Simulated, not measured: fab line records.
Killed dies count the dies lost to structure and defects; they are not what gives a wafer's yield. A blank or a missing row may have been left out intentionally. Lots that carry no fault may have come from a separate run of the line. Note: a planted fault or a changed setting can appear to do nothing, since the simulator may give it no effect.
Comparing a struck lot with a sound one / flow nandHarc / 15 out of 1302 route steps
Sound: these wafers, L656.3, L656.5, L656.6. Struck: wafers L662.1, L662.3, L662.6. At the end, the cause is stated.
At each step with rows: each side's tool, then ch and its chambers, then its first start. Under that, the readings that differ: sound wafers / struck wafers / difference of the means / sigmas: that difference in standard deviations of wafers without a fault.
alike: same words and numbers on both sides, and readings whose means sit less than 2 such deviations apart. not compared: any withheld reading, any reading some wafer has no value for, any bound like >300 that may hide the same value, and any number with overlapping values for which the record gives no deviation.
A row with sigmas, a row that says differs or no value, or rows on one side alone: a step with any of these is where the two part. When numbers do not overlap yet have no deviation, they are printed without sigmas and do not part them. A reading that every wafer of one side lacks parts them only if that side has two wafers or more.

NHARC_A_CHANNEL_HOLE_D2_ETCH_26: etches the open film in C4F8/O2/Ar, time 224.1 s, target depth 300 nm.
  sound on harEtch-01 ch 0,1, day 13 21:38; struck on harEtch-01 ch 0,1, day 17 09:32
reading=o2FlowSccm (sccm); sound=113.8 114.4 114.2; struck=113.5 113.3 113.2; difference=-0.8; sigmas=-2
  alike: drypumpMotorCurrentA, mfcArSccm, showerheadPlenumPTorr, throttleValvePct
  not compared: rfHoursCounterH
NHARC_A_CHANNEL_HOLE_D2_ETCH_27: etches the open film in C4F8/O2/Ar, time 90 s, target depth 400 nm.
  sound on harEtch-01 ch 0,1, day 13 21:50; struck on harEtch-01 ch 0,1, day 17 09:44
reading=o2FlowSccm (sccm); sound=83.22 83.40 83.55; struck=82.90 83.03 82.60; difference=-0.55; sigmas=-2
  alike: drypumpMotorCurrentA, mfcArSccm, showerheadPlenumPTorr, throttleValvePct
  not compared: rfHoursCounterH
then, 3 steps without rows for these wafers: NHARC_A_CHANNEL_HOLE_D2_STRIP_41 (strips in N2/H2); NHARC_A_CHANNEL_HOLE_D2_STRIP_42 (strips in CF4/CHF3); NHARC_A_CHANNEL_HOLE_D2_STRIP_43 (strips in O2/COS).
NHARC_A_CHANNEL_HOLE_D2_ETCH_44: etches the open film in CF4/O2, target depth 140 nm, overetch 14 nm, time 77 s.
  sound on rieDiel-02 ch 0,1,3, day 13 22:32; struck on rieDiel-12 ch 2,3, day 17 10:28
reading=rfVppV (V); sound=196.9 197.6 195.4; struck=200.9 197.8 200.8; difference=+3.2; sigmas=+2
  alike: biasW, drypumpMotorCurrentA, mfcArSccm, o2FlowSccm, oes_ar_750_au, oesProductAu, showerheadPlenumPTorr, throttleValvePct
  not compared: rfHoursCounterH
NHARC_A_CHANNEL_HOLE_D2_STRIP_28: strips in O2.
  sound: rieDiel-02 ch 1,2,3; struck: rieDiel-12 ch 0,2
reading=showerheadPlenumPTorr (Torr); sound=3.59 3.44 3.36; struck=3.75 3.77 3.77; difference=+0.30; sigmas=+2
  alike: drypumpMotorCurrentA, mfcArSccm, o2FlowSccm, oesProductAu, rfVppV, throttleValvePct
  not compared: rfHoursCounterH
then, 2 steps without rows for these wafers: NHARC_A_CHANNEL_HOLE_D2_PRECLEAN_29 (cleans in SC1); NHARC_A_CHANNEL_HOLE_D2_SRD_30.
NHARC_A_CHANNEL_HOLE_D2_CD_MEAS_31:
  sound on cdSem-01, day 13 23:19; struck on cdSem-02, day 17 11:18
  alike: cdNm
NHARC_A_CHANNEL_HOLE_D2_XSEM_32:
  sound on xsem-01 ch 0, day 13 23:24; struck on xsem-02 ch 0, day 17 11:24
reading=tiltDeg (degrees); sound=0.04 0.03 0.04; struck=0.13 0.13 0.13; difference=+0.09; sigmas=+2
  alike: botCdNm, bowNm
NHARC_A_CHANNEL_HOLE_D2_INSPECT_40:
  sound on defectInspect-02, day 13 23:30; struck on defectInspect-02, day 17 11:29
  alike: rawDefectCount
NHARC_A_CHANNEL_FILL_D2_PRECLEAN_00: cleans in SC1.
  sound on wetBench-01 ch 1,2,7, day 13 23:33; struck on wetBench-01 ch 1,6,7, day 17 11:32
  no value came back on the struck wafers for bathAgeMin, bathGuardTempC (C), nh4ohFlowMLMin; on the sound wafers bathAgeMin reads 0 0 0
following that, these wafers have no rows for 1 step: NHARC_A_CHANNEL_FILL_D2_SRD_01.
NHARC_END_SORT_01:
  the record has rows for the sound wafers here (prober-02 ch 0, day 24 20:50) and none for the struck ones

## WHERE THEY PART
Earliest at NHARC_A_CHANNEL_HOLE_D2_ETCH_26; latest, in this record, at NHARC_END_SORT_01.

WHY: whatever the simulator had introduced
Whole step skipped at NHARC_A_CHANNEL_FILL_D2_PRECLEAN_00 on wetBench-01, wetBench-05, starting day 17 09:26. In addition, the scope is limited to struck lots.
